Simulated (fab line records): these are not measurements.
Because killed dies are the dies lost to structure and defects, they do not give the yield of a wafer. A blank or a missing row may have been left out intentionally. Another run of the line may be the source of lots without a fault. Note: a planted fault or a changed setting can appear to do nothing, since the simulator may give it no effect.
Chamber matching ; flow nandHarc ; NHARC_A_STAIRCASE_ETCH_169 on rieDiel-04 has 4 sister chambers
The step etches the open film in CH3F/O2, target depth 50 nm, time 107.1 s. 7 wafers are shown with their chamber, then 7 later ones without.

== WAFERS, EACH WITH ITS CHAMBER ==
wafer;chamber;showerheadPlenumPTorr (Torr);drypumpMotorCurrentA (A)
L774.2;3;2.50;5.9
L776.3;1;2.31;5.9
L776.4;0;2.54;6.3
L777.3;1;2.31;5.8
L777.5;2;2.45;6.0
L778.1;0;2.54;6.3
L778.5;2;2.44;6.0

== WAFERS WITHOUT THEIR CHAMBER ==
wafer;showerheadPlenumPTorr (Torr);drypumpMotorCurrentA (A)
L778.6;2.31;5.8
L780.1;2.44;5.9
L780.2;2.50;5.9
L780.5;2.30;5.9
L784.1;2.49;5.9
L784.3;2.30;5.9
L784.4;2.44;5.9

== EACH ONE'S CHAMBER ==
wafer;from the rows above;in truth
L778.6;1;1
L780.1;2;2
L780.2;3;3
L780.5;1;1
L784.1;3;3
L784.3;1;1
L784.4;2;2
7 of 7 placed correctly. Left unplaced by these rows: 0. 0 placed wrongly.
How it was worked out, from the rows above alone: a wafer's distance from a chamber is the root of the sum, over the readings, of the square of ((its reading less the chamber's mean) divided by the reading's scatter). The wafer belongs to the nearest chamber; if the next one is less than 2 further off, it can't be placed. Each chamber's mean is taken over the wafers shown for it. How the scatter is found: for the shown wafers, subtract from each reading the mean of its chamber, square and add these, divide the total by (wafers less chambers), then take the root.
